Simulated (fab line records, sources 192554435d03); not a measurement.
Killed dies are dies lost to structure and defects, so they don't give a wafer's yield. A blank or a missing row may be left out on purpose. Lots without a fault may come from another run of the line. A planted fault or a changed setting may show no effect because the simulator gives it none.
Chamber matching | flow n5_finfet | N5_BEOL_M0_CMP_120 on cmp-04: 4 sister chambers
The step polishes, stops on SiOC, t overpolish 6.9 s. 24 wafers are shown with their chamber, then 12 later ones without.

WAFERS WITH THEIR CHAMBER
wafer  | chamber | motor_current_A (A) | time_to_endpoint_s (s) | barrier_field_endpoint_s (s)
L075.1 | 3       | 4.2                 | 61                     | 3.45
L075.3 | 1       | 6.9                 | 61                     | 3.32
L075.5 | 3       | 4.5                 | 60                     | 3.43
L080.2 | 2       | 6.7                 | 62                     | 3.71
L080.4 | 3       | 4.4                 | 63                     | 3.63
L080.5 | 2       | 6.7                 | 61                     | 3.60
L083.2 | 1       | 6.4                 | 62                     | 3.71
L083.5 | 1       | 6.7                 | 62                     | 3.75
L083.6 | 2       | 6.9                 | 60                     | 3.74
L082.1 | 0       | 5.2                 | 64                     | 3.72
L082.3 | 2       | 6.9                 | 63                     | 3.66
L082.6 | 0       | 5.5                 | 67                     | 3.81
L084.3 | 0       | 5.7                 | 64                     | 3.60
L084.5 | 1       | 6.9                 | 62                     | 3.58
L084.6 | 0       | 5.4                 | 70                     | 3.64
L085.1 | 0       | 5.3                 | 68                     | 3.64
L085.2 | 3       | 4.5                 | 65                     | 3.61
L085.5 | 1       | 7.1                 | 63                     | 3.81
L087.2 | 0       | 5.3                 | 66                     | 3.60
L087.3 | 2       | 6.9                 | 64                     | 3.71
L087.4 | 1       | 6.6                 | 63                     | 3.56
L090.1 | 1       | 7.1                 | 59                     | 3.81
L090.2 | 0       | 5.2                 | 62                     | 3.73
L090.3 | 3       | 4.8                 | 62                     | 3.64

SIGNATURES (means of the wafers above)
reading                  | chamber 0 | chamber 1 | chamber 2 | chamber 3 | scatter within a chamber
motor_current_A          | 5.371     | 6.814     | 6.820     | 4.480     | 0.205
time_to_endpoint_s       | 65.86     | 61.71     | 62.00     | 62.20     | 2.01
barrier_field_endpoint_s | 3.6771    | 3.6486    | 3.6840    | 3.5520    | 0.118
Rule: a wafer's distance from a chamber is the root of the sum, over the readings, of the square of ((its reading less the chamber's mean) divided by the reading's scatter). The wafer belongs to the nearest chamber; if the next one is less than 2 further off, it can't be placed. The scatter: the root of (the sum of the squares of (reading less its chamber's mean) over the shown wafers, divided by (wafers less chambers)).

WAFERS WITHOUT THEIR CHAMBER
wafer  | motor_current_A (A) | time_to_endpoint_s (s) | barrier_field_endpoint_s (s)
L093.1 | 6.6                 | 59                     | 3.56
L093.3 | 6.6                 | 60                     | 3.64
L093.5 | 4.5                 | 58                     | 3.39
L094.1 | 5.3                 | 65                     | 3.61
L094.2 | 6.5                 | 62                     | 3.62
L094.5 | 6.7                 | 66                     | 3.79
L095.2 | 4.7                 | 57                     | 3.45
L095.3 | 6.8                 | 59                     | 3.71
L095.5 | 6.7                 | 58                     | 3.71
L097.2 | 6.5                 | 60                     | 3.50
L097.3 | 6.8                 | 61                     | 3.81
L097.6 | 6.9                 | 63                     | 3.68

WHICH CHAMBER EACH WENT THROUGH
wafer  | from the rows above     | in truth
L093.1 | can't be placed: 1 or 2 | 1
L093.3 | can't be placed: 1 or 2 | 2
L093.5 | 3                       | 3
L094.1 | 0                       | 0
L094.2 | can't be placed: 1 or 2 | 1
L094.5 | can't be placed: 2 or 1 | 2
L095.2 | 3                       | 3
L095.3 | can't be placed: 1 or 2 | 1
L095.5 | can't be placed: 1 or 2 | 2
L097.2 | can't be placed: 1 or 2 | 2
L097.3 | can't be placed: 2 or 1 | 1
L097.6 | can't be placed: 2 or 1 | 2
Placed correctly: 3 of 12. Can't be placed from these rows: 9 (the true chamber is among the candidates in 9). Placed wrongly: 0.
